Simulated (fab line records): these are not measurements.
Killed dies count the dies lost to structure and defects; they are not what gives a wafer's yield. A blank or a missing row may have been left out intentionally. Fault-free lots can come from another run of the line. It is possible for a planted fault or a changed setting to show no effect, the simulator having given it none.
Comparing a struck lot with a sound one || flow n5_finfet || 42 out of 1938 route steps
Sound: these wafers, L100.2, L100.4, L100.5. Struck: wafers L997.2, L997.3 (left out: L997.6, a lot-mate that was not struck); the cause follows at the end.
Per side, at each step with rows, come the tool, then ch with its chambers, and then its first start. Under that, the readings that differ: sound wafers || struck wafers || difference of the means || sigmas: that difference in standard deviations of wafers without a fault.
alike: words and numbers the same on both sides, and readings whose means are apart by under 2 such deviations; not compared: readings that were withheld, readings missing a value for some wafer, numbers with overlapping values and no deviation given by the record, and bounds like >300 which may hide the same value.
Wherever a step has rows on one side only, a row that says differs or no value, or a row with sigmas, the two part there. Non-overlapping numbers with no deviation appear without sigmas and do not part them. A reading missing from all wafers of one side parts the sides only when that side holds two or more wafers.

first, 12 steps without rows for these wafers: N5_SD_EPI_N_STRIP_36 (strips in N2/H2); N5_SD_EPI_N_ETCHBACK_44 (etches SiNx in CH3F/O2, stops on SiO2, target depth 14.5 nm); N5_SD_EPI_N_ETCH_45 (etches SiOCN in CH3F/O2, target depth 6 nm); N5_SD_EPI_N_ETCH_16 (etches SiO2 in CHF3/O2, target depth 5 nm); N5_SD_EPI_N_STRIP_47 (strips in CHF3/O2); N5_SD_EPI_N_SD_RECESS_17 (chemistry HBr/Cl2/O2, target depth 41 nm, time 23.7 s, bt time 3 s); N5_SD_EPI_N_STRIP_38 (strips in N2/H2); N5_SD_EPI_N_WET_ETCH_43 (etches SiO2 in dHF, time 14 s, target depth 1.5 nm); N5_SD_EPI_N_STRIP_18 (strips in SPM, time 750 s); N5_SD_EPI_N_SRD_20 (time 30 s); N5_SD_EPI_N_PRECLEAN_48 (cleans in NF3:NH3, afs cycles 2, time 20 s, sublimation time 60 s); N5_SD_EPI_N_VAPOR_ETCH_50 (etches Si in HCl, time 54 s).
N5_SD_EPI_N_EPI_21: deposits Si:P, time 690 s.
  sound on epi_rpcvd-04 ch 0, day 7 04:47; struck on epi_rpcvd-02 ch 0, day 6 08:34
{"reading": "epi_growth_time_s (s)", "sound": "690 690 690", "struck": "803.34 803.34", "difference": "+113.34", "sigmas": ""}
{"reading": "model.Si-P_of_SD_EPI_N_EPI_21.thk_nm (nm)", "sound": "59.2 59.2 58.8", "struck": "65.2 64.6", "difference": "+5.8", "sigmas": ""}
N5_SD_EPI_N_EPI_MEAS_23:
  struck on film_metro-02, day 6 09:59; sound on film_metro-01, day 7 08:10
{"reading": "thk_nm (nm)", "sound": "58.2 58.9 57.8", "struck": "65.0 65.1", "difference": "+6.8", "sigmas": "+6"}
then, 24 steps without rows for these wafers: N5_SD_EPI_N_PRECLEAN_24 (cleans in O3/DIW, time 60 s); N5_SD_EPI_N_SRD_25 (time 30 s); N5_SD_EPI_N_PRECLEAN_49 (cleans in NF3:NH3, afs cycles 1, time 20 s, sublimation time 60 s); N5_SD_EPI_N_LINER_46 (material SiNx, target thk 3 nm); N5_SD_EPI_P_COAT_34 (time 60 s, resist thk 350 nm); N5_SD_EPI_P_COAT_35 (time 60 s, resist thk 35 nm); N5_SD_EPI_P_COAT_03 (resist thk 150 nm); N5_SD_EPI_P_EBR_05; N5_SD_EPI_P_SOFTBAKE_04 (time 60 s); N5_SD_EPI_P_EXPOSE_06 (exposes mask SD P BLK, target cd 240 nm); N5_SD_EPI_P_PEB_07 (peb time 60 s); N5_SD_EPI_P_DEVELOP_08 (develop time 30 s); N5_SD_EPI_P_DESCUM_14 (chemistry O2, time 7.9 s); N5_SD_EPI_P_ETCH_36 (etches SiARC in CF4, target depth 45.5 nm, time 75.8 s); N5_SD_EPI_P_ETCH_37 (etches SOC in N2/H2, overetch 108 nm, time 486 s); N5_SD_EPI_P_STRIP_38 (strips in N2/H2); N5_SD_EPI_P_ETCHBACK_46 (etches SiNx in CH3F/O2, stops on SiO2, target depth 17.5 nm); N5_SD_EPI_P_ETCH_47 (etches SiOCN in CH3F/O2, target depth 25 nm); N5_SD_EPI_P_ETCH_16 (etches SiO2 in CHF3/O2, target depth 5 nm); N5_SD_EPI_P_STRIP_50 (strips in CHF3/O2); N5_SD_EPI_P_SD_RECESS_17 (chemistry HBr/Cl2/O2, target depth 39.1 nm, bt time 3 s); N5_SD_EPI_P_WET_ETCH_45 (etches SiO2 in dHF, time 10.7 s, target depth 2 nm, rinse time 30 s); N5_SD_EPI_P_STRIP_40 (strips in N2/H2); N5_SD_EPI_P_PRECLEAN_52 (cleans in O3/DIW, time 60 s).
N5_SD_ACTIVATION_RS_MEAS_03: measures by four-point-probe.
  struck on film_metro-02, day 6 15:05; sound on film_metro-01, day 7 14:05
{"reading": "RS_SD_N (ohm/sq)", "sound": "21.72 21.95 21.93", "struck": "19.71 19.92", "difference": -2.05, "sigmas": -8}
  alike: RS_SD_P
N5_MOL_CONTACT_COAG_ETCH_15: etches SiNx in CH3F/O2, stops on Si:P, target depth 7 nm.
  sound on rie_diel-04 ch 0,1, day 8 19:17; struck on rie_diel-06 ch 0,3, day 7 19:27
{"reading": "showerhead_plenum_p_Torr (Torr)", "sound": "1.90 1.95 1.95", "struck": "2.03 2.14", "difference": "+0.15", "sigmas": "+2"}
{"reading": "model.Si-P_of_SD_EPI_N_EPI_21.thk_nm (nm)", "sound": "58.4 58.4 58", "struck": "64.4 63.8", "difference": "+5.8", "sigmas": ""}
  alike: drypump_motor_current_A, oes_product_au, rf_vpp_V, throttle_valve_pct
  not compared: rf_hours_counter_h
-- here the record skips 4 days between the struck wafers' starts before and after, leaving off in module MOL_CONTACT_COAG and picking up in module BEOL_M4 (first step shown: number 1111 of the route) --
N5_BEOL_M4_RC_MEAS_101:
  sound on prober-02 ch 0, day 13 16:05; struck on prober-01 ch 0, day 12 07:01
{"reading": "RS_SD_N (ohm/sq)", "sound": "28.4 28.3 28.4", "struck": "25.8 26.0", "difference": -2.5, "sigmas": -8}
  alike: DIBL_N, DIBL_P, IOFF_N, IOFF_P, ION_N, ION_P, SS_N, SS_P, VT_N, VT_P
-- record jumps: 5 days separate the struck wafers' starts on either side; left off in module BEOL_M4, taken up again in module PASSIVATION, whose first shown step is the route's number 1936 --
N5_PASSIVATION_PROBE_49:
  struck on prober-02, day 16 23:00; sound on prober-02, day 18 08:53
  alike: defect_limited_yield, killed_at_M0_to_M3, killed_at_M4_up, killed_at_contacts, killed_at_front_end, killed_at_other, killed_dies, killed_open, killed_short, sort_bin_5_function, sort_bin_6_memory, sort_bin_8_speed, sort_n_pass, sort_yield_pct

WHERE THEY PART
First at N5_SD_EPI_N_EPI_MEAS_23; last, within this record, at N5_BEOL_M4_RC_MEAS_101. Later steps at which nothing parts them and some readings are alike: N5_PASSIVATION_PROBE_49.

WHY: whatever the simulator had introduced
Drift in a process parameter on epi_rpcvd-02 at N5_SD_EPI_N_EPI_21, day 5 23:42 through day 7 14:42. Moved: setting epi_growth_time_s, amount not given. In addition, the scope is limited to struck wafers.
